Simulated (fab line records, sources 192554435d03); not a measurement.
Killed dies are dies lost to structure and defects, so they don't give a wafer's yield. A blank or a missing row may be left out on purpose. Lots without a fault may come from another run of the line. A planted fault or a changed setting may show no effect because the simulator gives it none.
One fault seen from 2 desks | flow n5_finfet | each desk has only its own numbers; what lay behind them comes last

THE TOOL OWNER'S DESK: litho_track-04
The tool's own readings at N5_BEOL_M9_COAT_75 (time 60 s, resist thk 5 nm): means of the sampled wafers that have a number, for each lot that ran on this tool. A lot is out of limits, marked OUT, if its mean lies more than 4 standard deviations from the usual mean; the brackets give that distance.
Columns: A = heater_power_total_W at N5_BEOL_M9_COAT_75, usual 391.5 W; B = run_length_s at N5_BEOL_M9_COAT_75, usual 66.26 s
lot  | first seen here | A               | B
L527 | day 9 16:17     | 393.1           | 66.05
L528 | day 9 21:57     | 390.3           | 66.08
L532 | day 10 17:56    | 389.7           | 66.19
L537 | day 12 02:53    | 392.0           | 66.20
L542 | day 13 10:00    | 392.5           | 66.10
L546 | day 15 23:00    | 463.8 (+56) OUT | 51.38 (-93) OUT
L547 | day 16 02:26    | 463.6 (+55) OUT | 51.38 (-93) OUT
This desk's finding: out of limits on L546, L547; first on L546, day 15 23:00 (heater_power_total_W at N5_BEOL_M9_COAT_75). In limits: L527, L528, L532, L537, L542.

THE METROLOGY DESK
What the gauges read, lot by lot, whatever tool the lot ran on: means of the sampled wafers that have a number. A lot is out of limits, marked OUT, if its mean lies more than 4 standard deviations from the usual mean; the brackets give that distance.
Columns: A = cd_nm at N5_BEOL_M9_CD_MEAS_28, usual 70.11 nm
lot  | first seen here | A
L527 | day 9 16:40     | 70.33
L528 | day 9 22:13     | 69.78
L532 | day 10 18:22    | 70.16
L533 | day 11 04:22    | 70.25
L534 | day 11 09:07    | 70.16
L536 | day 11 18:20    | 70.28
L537 | day 12 03:16    | 69.82
L539 | day 13 02:27    | 70.01
L542 | day 13 10:16    | 70.07
L546 | day 15 23:23    | 70.13
L547 | day 16 02:43    | 69.93
L548 | day 17 16:02    | 69.76
This desk's finding: nothing out of limits on any of the 12 lots.

PUT TOGETHER
The tool owner's desk could have raised an alarm at day 15 23:00, on L546, L547.
The metrology desk saw nothing out of limits.
The metrology desk has L546, L547 on record, within its limits.
Of the lots named, all ran N5_BEOL_M9_COAT_75 on litho_track-04.

WHAT THE SIMULATOR HAD PUT IN
Process parameter drift: litho_track-04, from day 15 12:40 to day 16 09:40, at N5_BEOL_M9_COAT_75. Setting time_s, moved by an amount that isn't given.
Lots struck among those shown: L546, L547.
Hours from the fault's start to each desk's first reading out of limits: the tool owner's desk, 10.
